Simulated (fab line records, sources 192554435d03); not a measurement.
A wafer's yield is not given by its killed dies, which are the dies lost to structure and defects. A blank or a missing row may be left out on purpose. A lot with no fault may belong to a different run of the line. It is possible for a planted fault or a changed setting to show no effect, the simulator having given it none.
A lot that was struck, set against a sound lot -- flow n5Finfet -- 38 out of 1938 route steps
Sound: wafers L217.2, L217.3, L217.4. Struck: wafer L233.5 (left out: L233.3, L233.4 of the same lot, which were not struck); the cause appears at the end.
Each step with rows lists, per side, the tool, then ch with its chambers, then its first start. Under that, the readings that differ: sound wafers -- struck wafers -- difference of the means -- sigmas: that difference in standard deviations of wafers without a fault.
alike: same words and numbers on both sides, and readings whose means sit less than 2 such deviations apart. not compared: any withheld reading, any reading some wafer has no value for, any bound like >300 that may hide the same value, and any number with overlapping values for which the record gives no deviation.
A row with sigmas, a row that says differs or no value, or rows on one side alone: a step with any of these is where the two part. Numbers that have no deviation but don't overlap get no sigmas and don't part them. A reading that every wafer of one side lacks parts them only if that side has two wafers or more.

first, 9 steps without rows for these wafers: N5_BEOL_M4_ANNEAL_95 (time 240 s); N5_BEOL_M4_SPUTTER_96 (material Cu, target thk 4.5 nm, time 8.29 s); N5_BEOL_M4_ECD_50 (material Cu, target thk 300 nm); N5_BEOL_M4_ANNEAL_51 (time 90 s); N5_BEOL_M4_CMP_52 (polishes, stops on SiOC, t overpolish 6.8 s, target thk 40 nm); N5_BEOL_M4_PRE_CLEAN_60 (time 15 s); N5_BEOL_M4_CO_CAP_55 (material Co, precursor CCTBA/H2, target thk 2 nm, time 102.1 s); N5_BEOL_M4_PRE_CLEAN_56 (time 15 s); N5_BEOL_M4_DEP_57 (deposits SiCN from 3MS/NH3, target thk 8 nm, time 14 s).
N5_BEOL_M4_RC_MEAS_101:
  sound on prober-02 ch 0, day 9 07:51; struck on prober-02 ch 0, day 13 18:20
reading,sound,struck,difference,sigmas
VT_P (mV),-250 -251 -251,-243,+8,+2
  alike: DIBL_N, DIBL_P, IOFF_N, IOFF_P, ION_N, ION_P, SS_N, SS_P, VT_N
then, 24 steps without rows for these wafers: N5_BEOL_M5_ILD_DEP_00 (deposits SiCOH lowk from DEMS/porogen, target thk 140.64 nm, time 25.9 s); N5_BEOL_M5_CURE_79 (cures SiCOH lowk, time 240 s); N5_BEOL_M5_PECVD_70 (deposits SiO2 from TEOS/O2, target thk 16 nm, time 18 s); N5_BEOL_M5_HM_DEP_02 (deposits TiN, target thk 20 nm); N5_BEOL_M5_COAT_59 (time 60 s, resist thk 60 nm); N5_BEOL_M5_COAT_60 (time 60 s, resist thk 12 nm); N5_BEOL_M5_COAT_71 (time 60 s, resist thk 5 nm); N5_BEOL_M5_COAT_05 (resist thk 30 nm); N5_BEOL_M5_EBR_07; N5_BEOL_M5_SOFTBAKE_06 (time 60 s); N5_BEOL_M5_EXPOSE_08 (exposes mask M5, target cd 28 nm); N5_BEOL_M5_PEB_09 (peb time 60 s); N5_BEOL_M5_DEVELOP_10 (develop time 30 s); N5_BEOL_M5_DESCUM_16 (chemistry O2, time 7 s); N5_BEOL_M5_ETCH_72 (etches underlayer in N2/H2, target depth 6.5 nm, time 5.2 s); N5_BEOL_M5_ETCH_61 (etches SiARC in CF4, target depth 15.6 nm, time 26 s); N5_BEOL_M5_ETCH_62 (etches SOC in N2/H2, target depth 75 nm, overetch 15 nm, time 112.5 s); N5_BEOL_M5_STRIP_63 (strips in N2/H2); N5_BEOL_M5_STRIP_73 (strips in N2/H2); N5_BEOL_M5_STRIP_64 (strips in CF4); N5_BEOL_M5_HM_OPEN_17 (chemistry Cl2/BCl3, target TiN, target depth 20 nm, overetch 6 nm); N5_BEOL_M5_STRIP_19 (strips in O2); N5_BEOL_M5_COAT_65 (time 60 s, resist thk 60 nm); N5_BEOL_M5_COAT_66 (time 60 s, resist thk 12 nm).
N5_BEOL_M8_ILD_DEP_00: deposits SiCOH lowk from DEMS/porogen, target thk 179.75 nm, time 33.4 s.
  sound on pecvd-02 ch 1,2, day 10 10:13; struck on pecvd-02 ch 1, day 15 03:44
reading,sound,struck,difference,sigmas
showerheadPlenumPTorr (Torr),5.706 5.728 5.698,5.743,+0.032,+2
model.SiCOH_lowk_of_BEOL_M8_ILD_DEP_00.thkNm (nm),178.2 178.4 181,280.8,+101.6,
  alike: heaterPowerW, susceptorTempC, throttleValvePct
N5_BEOL_M8_THK_MEAS_01:
  sound: filmMetro-02 at day 10 10:47; struck: filmMetro-01 at day 15 04:19
reading,sound,struck,difference,sigmas
M8_ILD_THK (nm),153.7 153.9 156.1,243.6,+89.0,+47
N5_BEOL_M8_CMP_52: polishes, stops on SiCOH lowk, t overpolish 6.9 s, target thk 80 nm.
  sound on cmp-03 ch 0,1,2, day 10 18:16; struck on cmp-02 ch 0, day 15 09:55
reading,sound,struck,difference,sigmas
model.SiCOH_lowk_of_BEOL_M8_ILD_DEP_00.thkNm (nm),150.6 150.8 153,240.4,+88.9,
  alike: motorCurrentA, platenRpm
  not compared: padLifeWafers
-- here the record skips 3 days between the struck wafers' starts before and after, leaving off in module BEOL_M8 and picking up in module PASSIVATION (first step shown: number 1936 of the route) --
N5_PASSIVATION_PROBE_49:
  rows exist in the record for the struck wafers here (prober-02, day 18 07:01), but not for the sound ones

WHERE THEY PART
Earliest at N5_BEOL_M4_RC_MEAS_101; latest, in this record, at N5_PASSIVATION_PROBE_49.

WHY: what had been put in by the simulator
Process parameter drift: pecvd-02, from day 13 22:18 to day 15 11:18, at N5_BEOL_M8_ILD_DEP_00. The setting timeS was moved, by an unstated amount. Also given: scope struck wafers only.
